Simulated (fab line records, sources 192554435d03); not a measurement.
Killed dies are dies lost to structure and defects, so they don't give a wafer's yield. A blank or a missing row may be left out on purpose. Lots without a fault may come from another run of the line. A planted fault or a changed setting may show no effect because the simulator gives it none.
Which tool did it? | flow n5_finfet | 21 lots, 63 wafers sampled, at 6 steps of a route of 1938

WHAT THE GAUGES READ, wafer by wafer
The record holds no reading of a measuring or inspecting step that can be judged against a usual standard deviation.

WHICH TOOL RAN EACH LOT (tool, then ch and the chambers of the sampled wafers, then the start)
lot  | N5_BEOL_M1_VIA_ETCH_34             | N5_BEOL_M1_SPUTTER_96        | N5_BEOL_M2_ILD_DEP_00           | N5_BEOL_M2_HM_DEP_02         | N5_BEOL_M2_ETCH_64                 | N5_BEOL_M2_STRIP_66
L074 | rie_diel-05 ch 0,1,3, day 6 07:10  | pvd_sputter-02, day 6 12:00  | pecvd-02 ch 0,1,2, day 6 13:10  | pvd_sputter-01, day 6 15:03  | rie_diel-04 ch 0,1,3, day 6 15:47  | rie_diel-04 ch 0,1,3, day 6 15:55
L075 | rie_diel-03 ch 1,2,3, day 6 12:59  | pvd_sputter-01, day 6 19:43  | pecvd-01 ch 0,2, day 6 21:02    | pvd_sputter-02, day 6 22:42  | rie_diel-04 ch 0,1,3, day 6 23:18  | rie_diel-04 ch 0,1,3, day 6 23:26
L076 | rie_diel-02 ch 0,2,3, day 6 18:15  | pvd_sputter-01, day 6 21:43  | pecvd-04 ch 0,1, day 6 22:50    | pvd_sputter-01, day 6 23:42  | rie_diel-04 ch 0,1, day 7 00:19    | rie_diel-04 ch 0,1, day 7 00:26
L078 | rie_diel-02 ch 0,1,2, day 7 07:51  | pvd_sputter-03, day 7 10:55  | pecvd-04 ch 0,1,2, day 7 12:02  | pvd_sputter-03, day 7 13:01  | rie_diel-06 ch 0,1,3, day 7 13:45  | rie_diel-06 ch 0,1,3, day 7 13:53
L077 | rie_diel-05 ch 0,1,3, day 7 07:58  | pvd_sputter-02, day 7 11:20  | pecvd-04 ch 0,2, day 7 12:26    | pvd_sputter-03, day 7 13:29  | rie_diel-04 ch 0,1,2, day 7 14:05  | rie_diel-04 ch 0,1,2, day 7 14:13
L079 | rie_diel-03 ch 0,2,3, day 7 19:29  | pvd_sputter-03, day 7 22:40  | pecvd-02 ch 0,1,2, day 7 23:46  | pvd_sputter-02, day 8 00:26  | rie_diel-01 ch 1,2,3, day 8 01:13  | rie_diel-01 ch 1,2,3, day 8 01:21
L080 | rie_diel-02 ch 0,1,2, day 7 19:34  | pvd_sputter-01, day 7 23:33  | pecvd-01 ch 0,2, day 8 00:58    | pvd_sputter-03, day 8 02:34  | rie_diel-04 ch 0,3, day 8 03:10    | rie_diel-04 ch 0,3, day 8 03:17
L082 | rie_diel-02 ch 0,1,2, day 8 10:52  | pvd_sputter-03, day 8 14:20  | pecvd-01 ch 0,2, day 8 15:27    | pvd_sputter-01, day 8 15:37  | rie_diel-04 ch 0,1,3, day 8 16:20  | rie_diel-04 ch 0,1,3, day 8 16:28
L083 | rie_diel-03 ch 1,2,3, day 8 14:20  | pvd_sputter-01, day 8 17:39  | pecvd-01 ch 1,2, day 8 18:46    | pvd_sputter-01, day 8 19:31  | rie_diel-06 ch 0,1, day 8 20:07    | rie_diel-06 ch 0,1, day 8 20:14
L084 | rie_diel-02 ch 1,2,3, day 8 18:23  | pvd_sputter-01, day 8 23:20  | pecvd-04 ch 0,2, day 9 00:34    | pvd_sputter-03, day 9 02:08  | rie_diel-01 ch 0,1,3, day 9 02:54  | rie_diel-01 ch 0,1,3, day 9 03:02
L086 | rie_diel-03 ch 0,1,3, day 9 11:09  | pvd_sputter-02, day 9 14:20  | pecvd-04 ch 1,2, day 9 15:27    | pvd_sputter-01, day 9 15:38  | rie_diel-01 ch 2,3, day 9 16:14    | rie_diel-01 ch 2,3, day 9 16:22
L087 | rie_diel-03 ch 0,3, day 9 14:34    | pvd_sputter-03, day 9 17:34  | pecvd-04 ch 1,2, day 9 18:43    | pvd_sputter-03, day 9 21:05  | rie_diel-01 ch 2,3, day 9 21:48    | rie_diel-01 ch 2,3, day 9 21:56
L088 | rie_diel-05 ch 1,2,3, day 9 17:07  | pvd_sputter-03, day 9 19:54  | pecvd-02 ch 0,1, day 9 21:04    | pvd_sputter-03, day 9 21:47  | rie_diel-01 ch 1,2,3, day 9 22:26  | rie_diel-01 ch 1,2,3, day 9 22:34
L089 | rie_diel-03 ch 1,3, day 10 02:31   | pvd_sputter-03, day 10 05:59 | pecvd-04 ch 1,2, day 10 07:07   | pvd_sputter-02, day 10 09:52 | rie_diel-06 ch 0,2,3, day 10 10:55 | rie_diel-06 ch 0,2,3, day 10 11:02
L091 | rie_diel-05 ch 0,3, day 10 09:36   | pvd_sputter-02, day 10 12:56 | pecvd-01 ch 0,1,2, day 10 14:06 | pvd_sputter-03, day 10 14:16 | rie_diel-04 ch 0,1,2, day 10 14:52 | rie_diel-04 ch 0,1,2, day 10 15:00
L092 | rie_diel-05 ch 0,2,3, day 11 00:25 | pvd_sputter-03, day 11 03:51 | pecvd-04 ch 0,1,2, day 11 05:09 | pvd_sputter-01, day 11 07:17 | rie_diel-01 ch 1,2,3, day 11 08:07 | rie_diel-01 ch 1,2,3, day 11 08:16
L093 | rie_diel-05 ch 1,2, day 11 03:22   | pvd_sputter-01, day 11 07:01 | pecvd-02 ch 0,1, day 11 08:07   | pvd_sputter-03, day 11 08:40 | rie_diel-04 ch 1,2,3, day 11 09:16 | rie_diel-04 ch 1,2,3, day 11 09:24
L094 | rie_diel-05 ch 2,3, day 11 08:20   | pvd_sputter-02, day 11 11:14 | pecvd-04 ch 0,1, day 11 12:23   | pvd_sputter-03, day 11 12:32 | rie_diel-06 ch 2,3, day 11 13:23   | rie_diel-06 ch 2,3, day 11 13:31
L095 | rie_diel-03 ch 0,3, day 11 16:26   | pvd_sputter-03, day 11 19:53 | pecvd-02 ch 0,1,2, day 11 21:00 | pvd_sputter-03, day 11 21:17 | rie_diel-06 ch 0,2,3, day 11 22:05 | rie_diel-06 ch 0,2,3, day 11 22:13
L096 | rie_diel-03 ch 2,3, day 11 19:59   | pvd_sputter-01, day 11 23:40 | pecvd-01 ch 0,1,2, day 12 00:47 | pvd_sputter-02, day 12 02:51 | rie_diel-04 ch 2,3, day 12 03:27   | rie_diel-04 ch 2,3, day 12 03:35
L097 | rie_diel-03 ch 0,2,3, day 11 21:35 | pvd_sputter-01, day 12 02:58 | pecvd-01 ch 1,2, day 12 04:11   | pvd_sputter-03, day 12 05:59 | rie_diel-04 ch 1,2, day 12 06:44   | rie_diel-04 ch 1,2, day 12 06:52
- N5_BEOL_M1_VIA_ETCH_34: etches the open film in C4F6/O2, target depth 67.8 nm, time 64.4 s.
- N5_BEOL_M1_SPUTTER_96: material Cu, target thk 4.5 nm, time 8.29 s.
- N5_BEOL_M2_ILD_DEP_00: deposits SiOC from DEMS/O2, target thk 79 nm, time 15.3 s.
- N5_BEOL_M2_HM_DEP_02: deposits TiN, target thk 20 nm.
- N5_BEOL_M2_ETCH_64: etches SOC in N2/H2, target depth 75 nm, overetch 22.5 nm, time 121.9 s.
- N5_BEOL_M2_STRIP_66: strips in CF4.

WHAT THE TOOLS THEMSELVES READ (means of the sampled wafers that have a number; where no wafer has one, the mark that the record gives instead)
N5_BEOL_M1_VIA_ETCH_34. Usual: drypump_motor_current_A 5.5 A, standard deviation 0.48; oes_product_au 0.77 a.u., standard deviation 0.088; rf_vpp_V 662 V, standard deviation 9.7; showerhead_plenum_p_Torr 2.85 Torr, standard deviation 0.082; throttle_valve_pct 30.74 %, standard deviation 0.23.
lot  | tool        | drypump_motor_current_A (A) | oes_product_au (a.u.) | rf_vpp_V (V) | showerhead_plenum_p_Torr (Torr) | throttle_valve_pct (%) | flag
L074 | rie_diel-05 | 5.6                         | 0.73                  | 659          | 2.83                            | 30.87                  |
L075 | rie_diel-03 | 5.2                         | 0.74                  | 659          | 2.88                            | 30.83                  |
L076 | rie_diel-02 | 5.6                         | 0.82                  | 669          | 2.93                            | 30.54                  |
L078 | rie_diel-02 | 5.5                         | 0.87                  | 667          | 2.91                            | 30.47                  |
L077 | rie_diel-05 | 5.7                         | 0.72                  | 659          | 2.83                            | 30.87                  |
L079 | rie_diel-03 | 5.2                         | 0.84                  | 658          | 2.87                            | 30.69                  |
L080 | rie_diel-02 | 5.5                         | 0.86                  | 667          | 2.91                            | 30.48                  |
L082 | rie_diel-02 | 5.5                         | 0.85                  | 667          | 2.91                            | 30.49                  |
L083 | rie_diel-03 | 5.2                         | 0.83                  | 659          | 2.87                            | 30.76                  |
L084 | rie_diel-02 | 5.5                         | 0.79                  | 667          | 2.89                            | 30.65                  |
L086 | rie_diel-03 | 5.4                         | 0.77                  | 659          | 2.85                            | 30.70                  |
L087 | rie_diel-03 | 5.4                         | 0.73                  | 660          | 2.84                            | 30.75                  |
L088 | rie_diel-05 | 5.6                         | 0.71                  | 661          | 2.78                            | 30.83                  |
L089 | rie_diel-03 | 5.4                         | 0.76                  | 662          | 2.86                            | 30.74                  |
L091 | rie_diel-05 | 5.8                         | 0.71                  | 655          | 2.75                            | 31.04                  |
L092 | rie_diel-05 | 6.1                         | 0.69                  | 665          | 2.74                            | 31.04                  |
L093 | rie_diel-05 | 5.9                         | 0.68                  | 670          | 2.77                            | 30.84                  |
L094 | rie_diel-05 | 6.1                         | 0.70                  | 666          | 2.70                            | 30.99                  |
L095 | rie_diel-03 | 5.5                         | 0.76                  | 657          | 2.83                            | 30.66                  |
L096 | rie_diel-03 | 5.1                         | 0.84                  | 657          | 2.88                            | 30.79                  |
L097 | rie_diel-03 | 5.2                         | 0.79                  | 657          | 2.86                            | 30.73                  |

N5_BEOL_M1_SPUTTER_96. Usual: substrate_temp_c -20.01 C, standard deviation 0.095; susceptor_temp_C -19.99 C, standard deviation 0.11; throttle_valve_pct 29.9 %, standard deviation 1.1.
lot  | tool           | substrate_temp_c (C) | susceptor_temp_C (C) | throttle_valve_pct (%) | flag
L074 | pvd_sputter-02 | -20.03               | -19.99               | 30.5                   |
L075 | pvd_sputter-01 | -19.97               | -19.92               | 29.9                   |
L076 | pvd_sputter-01 | -19.97               | -19.95               | 30.1                   |
L078 | pvd_sputter-03 | -20.08               | -20.00               | 29.4                   |
L077 | pvd_sputter-02 | -20.03               | -19.91               | 29.7                   |
L079 | pvd_sputter-03 | -20.03               | -20.06               | 29.8                   |
L080 | pvd_sputter-01 | -19.90               | -20.01               | 30.1                   |
L082 | pvd_sputter-03 | -19.99               | -20.00               | 29.3                   |
L083 | pvd_sputter-01 | -20.03               | -19.99               | 30.2                   |
L084 | pvd_sputter-01 | -19.94               | -20.06               | 29.8                   |
L086 | pvd_sputter-02 | -19.98               | -19.93               | 30.3                   |
L087 | pvd_sputter-03 | -20.04               | -20.07               | 29.9                   |
L088 | pvd_sputter-03 | -19.96               | -19.80               | 30.0                   |
L089 | pvd_sputter-03 | -20.05               | -20.05               | 29.2                   |
L091 | pvd_sputter-02 | -20.04               | -20.01               | 30.8                   |
L092 | pvd_sputter-03 | -20.06               | -20.09               | 28.8                   |
L093 | pvd_sputter-01 | -19.95               | -20.08               | 30.1                   |
L094 | pvd_sputter-02 | -19.92               | -20.04               | 28.7                   |
L095 | pvd_sputter-03 | -20.06               | -19.95               | 29.4                   |
L096 | pvd_sputter-01 | -20.03               | -20.02               | 30.5                   |
L097 | pvd_sputter-01 | -19.86               | -20.04               | 30.3                   |

N5_BEOL_M2_ILD_DEP_00. Usual: heater_power_w 483 W, standard deviation 100; showerhead_plenum_p_Torr 5.699 Torr, standard deviation 0.012; susceptor_temp_C 350.03 C, standard deviation 0.21; throttle_valve_pct 11.9 %, standard deviation 0.63.
lot  | tool     | heater_power_w (W) | showerhead_plenum_p_Torr (Torr) | susceptor_temp_C (C) | throttle_valve_pct (%) | flag
L074 | pecvd-02 | 524                | 5.683                           | 350.17               | 12.7                   |
L075 | pecvd-01 | 445                | 5.705                           | 349.97               | 11.7                   |
L076 | pecvd-04 | 569                | 5.706                           | 349.90               | 12.1                   |
L078 | pecvd-04 | 492                | 5.706                           | 349.92               | 11.5                   |
L077 | pecvd-04 | 416                | 5.706                           | 349.71               | 11.3                   |
L079 | pecvd-02 | 515                | 5.687                           | 350.09               | 12.7                   |
L080 | pecvd-01 | 501                | 5.699                           | 350.02               | 11.6                   |
L082 | pecvd-01 | 471                | 5.707                           | 350.06               | 11.4                   |
L083 | pecvd-01 | 433                | 5.710                           | 350.46               | 11.8                   |
L084 | pecvd-04 | 431                | 5.704                           | 350.10               | 11.2                   |
L086 | pecvd-04 | 460                | 5.707                           | 350.14               | 11.7                   |
L087 | pecvd-04 | 490                | 5.689                           | 350.17               | 11.6                   |
L088 | pecvd-02 | 444                | 5.686                           | 350.04               | 12.7                   |
L089 | pecvd-04 | 513                | 5.696                           | 350.01               | 11.9                   |
L091 | pecvd-01 | 461                | 5.717                           | 350.01               | 11.7                   |
L092 | pecvd-04 | 506                | 5.698                           | 349.88               | 11.7                   |
L093 | pecvd-02 | 475                | 5.696                           | 349.87               | 12.7                   |
L094 | pecvd-04 | 571                | 5.700                           | 349.95               | 12.0                   |
L095 | pecvd-02 | 560                | 5.685                           | 350.04               | 11.9                   |
L096 | pecvd-01 | 425                | 5.711                           | 350.12               | 11.7                   |
L097 | pecvd-01 | 423                | 5.702                           | 350.09               | 11.9                   |

N5_BEOL_M2_HM_DEP_02. Usual: substrate_temp_c 25.02 C, standard deviation 0.11; susceptor_temp_C 24.98 C, standard deviation 0.1; throttle_valve_pct 29.8 %, standard deviation 1.1.
lot  | tool           | substrate_temp_c (C) | susceptor_temp_C (C) | throttle_valve_pct (%) | flag
L074 | pvd_sputter-01 | 24.99                | 25.07                | 30.4                   |
L075 | pvd_sputter-02 | 25.01                | 24.90                | 30.2                   |
L076 | pvd_sputter-01 | 25.12                | 24.96                | 30.3                   |
L078 | pvd_sputter-03 | 25.08                | 24.93                | 29.8                   |
L077 | pvd_sputter-03 | 25.01                | 24.85                | 30.2                   |
L079 | pvd_sputter-02 | 25.02                | 24.91                | 30.5                   |
L080 | pvd_sputter-03 | 24.96                | 24.98                | 29.7                   |
L082 | pvd_sputter-01 | 25.01                | 25.02                | 30.5                   |
L083 | pvd_sputter-01 | 25.09                | 25.00                | 30.3                   |
L084 | pvd_sputter-03 | 24.97                | 24.88                | 29.5                   |
L086 | pvd_sputter-01 | 24.98                | 24.99                | 30.1                   |
L087 | pvd_sputter-03 | 24.91                | 24.93                | 30.2                   |
L088 | pvd_sputter-03 | 25.19                | 25.09                | 29.8                   |
L089 | pvd_sputter-02 | 25.02                | 24.97                | 28.9                   |
L091 | pvd_sputter-03 | 25.04                | 25.01                | 29.4                   |
L092 | pvd_sputter-01 | 25.14                | 24.95                | 30.2                   |
L093 | pvd_sputter-03 | 24.95                | 24.97                | 28.9                   |
L094 | pvd_sputter-03 | 25.01                | 25.01                | 29.0                   |
L095 | pvd_sputter-03 | 25.02                | 24.90                | 28.4                   |
L096 | pvd_sputter-02 | 25.03                | 24.99                | 29.5                   |
L097 | pvd_sputter-03 | 24.96                | 24.97                | 30.5                   |

N5_BEOL_M2_ETCH_64. Usual: drypump_motor_current_A 5.7 A, standard deviation 0.45; n2_flow_sccm 200.0 sccm, standard deviation 0.59; oes_product_au 0.60 a.u., standard deviation 0.069; rf_vpp_V 523.9 V, standard deviation 2.3; showerhead_plenum_p_Torr 2.55 Torr, standard deviation 0.08; throttle_valve_pct 17.83 %, standard deviation 0.19.
lot  | tool        | drypump_motor_current_A (A) | n2_flow_sccm (sccm) | oes_product_au (a.u.) | rf_vpp_V (V) | showerhead_plenum_p_Torr (Torr) | throttle_valve_pct (%) | flag
L074 | rie_diel-04 | 5.6                         | 199.9               | 0.55                  | 521.7        | 2.49                            | 17.92                  |
L075 | rie_diel-04 | 5.6                         | 199.6               | 0.55                  | 522.0        | 2.49                            | 17.92                  |
L076 | rie_diel-04 | 5.6                         | 199.8               | 0.54                  | 523.2        | 2.52                            | 18.02                  |
L078 | rie_diel-06 | 5.9                         | 200.6               | 0.56                  | 525.7        | 2.60                            | 17.87                  |
L077 | rie_diel-04 | 5.9                         | 200.6               | 0.60                  | 524.2        | 2.58                            | 17.99                  |
L079 | rie_diel-01 | 5.4                         | 200.3               | 0.64                  | 523.8        | 2.54                            | 17.62                  |
L080 | rie_diel-04 | 5.6                         | 200.2               | 0.54                  | 522.3        | 2.48                            | 18.05                  |
L082 | rie_diel-04 | 5.6                         | 199.9               | 0.54                  | 522.6        | 2.48                            | 17.94                  |
L083 | rie_diel-06 | 5.4                         | 199.9               | 0.54                  | 524.3        | 2.56                            | 17.92                  |
L084 | rie_diel-01 | 5.3                         | 199.5               | 0.68                  | 524.6        | 2.57                            | 17.72                  |
L086 | rie_diel-01 | 5.7                         | 200.0               | 0.63                  | 524.1        | 2.58                            | 17.70                  |
L087 | rie_diel-01 | 5.7                         | 199.7               | 0.63                  | 524.7        | 2.57                            | 17.70                  |
L088 | rie_diel-01 | 5.4                         | 200.7               | 0.63                  | 523.6        | 2.54                            | 17.65                  |
L089 | rie_diel-06 | 5.9                         | 199.6               | 0.61                  | 524.8        | 2.59                            | 17.80                  |
L091 | rie_diel-04 | 5.9                         | 200.0               | 0.64                  | 525.0        | 2.58                            | 17.88                  |
L092 | rie_diel-01 | 5.4                         | 199.9               | 0.62                  | 523.7        | 2.53                            | 17.66                  |
L093 | rie_diel-04 | 5.9                         | 199.9               | 0.58                  | 523.6        | 2.54                            | 17.83                  |
L094 | rie_diel-06 | 6.3                         | 200.4               | 0.60                  | 525.0        | 2.58                            | 17.78                  |
L095 | rie_diel-06 | 5.9                         | 200.1               | 0.59                  | 524.8        | 2.59                            | 17.81                  |
L096 | rie_diel-04 | 6.2                         | 199.9               | 0.63                  | 525.8        | 2.60                            | 17.80                  |
L097 | rie_diel-04 | 5.9                         | 199.9               | 0.57                  | 522.8        | 2.57                            | 17.94                  |

N5_BEOL_M2_STRIP_66. Usual: cf4_flow_sccm 150.0 sccm, standard deviation 0.48; drypump_motor_current_A 5.6 A, standard deviation 0.45; oes_product_au 0.78 a.u., standard deviation 0.091; rf_vpp_V 271.1 V, standard deviation 1.4; showerhead_plenum_p_Torr 1.80 Torr, standard deviation 0.05; throttle_valve_pct 13.58 %, standard deviation 0.19.
lot  | tool        | cf4_flow_sccm (sccm) | drypump_motor_current_A (A) | oes_product_au (a.u.) | rf_vpp_V (V) | showerhead_plenum_p_Torr (Torr) | throttle_valve_pct (%) | flag
L074 | rie_diel-04 | 149.8                | 5.6                         | 0.72                  | 270.6        | 1.76                            | 13.67                  |
L075 | rie_diel-04 | 150.0                | 5.6                         | 0.72                  | 270.0        | 1.76                            | 13.69                  |
L076 | rie_diel-04 | 150.1                | 5.6                         | 0.70                  | 270.4        | 1.78                            | 13.74                  |
L078 | rie_diel-06 | 150.0                | 5.9                         | 0.73                  | 271.5        | 1.83                            | 13.70                  |
L077 | rie_diel-04 | 149.8                | 5.9                         | 0.79                  | 271.0        | 1.82                            | 13.67                  |
L079 | rie_diel-01 | 150.1                | 5.3                         | 0.84                  | 270.5        | 1.79                            | 13.37                  |
L080 | rie_diel-04 | 149.8                | 5.6                         | 0.70                  | 271.0        | 1.75                            | 13.83                  |
L082 | rie_diel-04 | 150.1                | 5.6                         | 0.70                  | 270.4        | 1.76                            | 13.71                  |
L083 | rie_diel-06 | 150.0                | 5.4                         | 0.71                  | 271.8        | 1.80                            | 13.74                  |
L084 | rie_diel-01 | 149.8                | 5.3                         | 0.89                  | 271.1        | 1.80                            | 13.42                  |
L086 | rie_diel-01 | 150.2                | 5.7                         | 0.82                  | 271.5        | 1.81                            | 13.45                  |
L087 | rie_diel-01 | 149.8                | 5.7                         | 0.82                  | 271.4        | 1.81                            | 13.45                  |
L088 | rie_diel-01 | 150.1                | 5.4                         | 0.82                  | 270.6        | 1.79                            | 13.41                  |
L089 | rie_diel-06 | 149.8                | 5.9                         | 0.79                  | 271.6        | 1.82                            | 13.62                  |
L091 | rie_diel-04 | 149.9                | 5.9                         | 0.84                  | 271.0        | 1.81                            | 13.54                  |
L092 | rie_diel-01 | 149.9                | 5.4                         | 0.80                  | 271.5        | 1.78                            | 13.43                  |
L093 | rie_diel-04 | 150.3                | 5.9                         | 0.75                  | 272.0        | 1.79                            | 13.55                  |
L094 | rie_diel-06 | 150.5                | 6.3                         | 0.77                  | 271.4        | 1.81                            | 13.62                  |
L095 | rie_diel-06 | 150.4                | 5.9                         | 0.77                  | 272.3        | 1.82                            | 13.65                  |
L096 | rie_diel-04 | 149.8                | 6.2                         | 0.82                  | 271.7        | 1.83                            | 13.49                  |
L097 | rie_diel-04 | 149.7                | 5.9                         | 0.74                  | 271.6        | 1.81                            | 13.63                  |

THE ANSWER, worked out from the rows above alone
Rule: a lot is off if the mean of its wafers that have a number lies more than 3 standard deviations from the usual mean. A lot without any number at a reading at which 4 lots or more have one is off too. The other lots that the step has rows for count as sound. The gauges are gone through in route order, then the tools' own readings, and for those a lot's mean is taken as printed above. The first step at which some lot is off is used, and at that step the reading that is off furthest; a lot without a number counts as furthest.
No lot is off at any reading shown: from this, nothing can be told.

WHAT THE SIMULATOR HAD PUT IN
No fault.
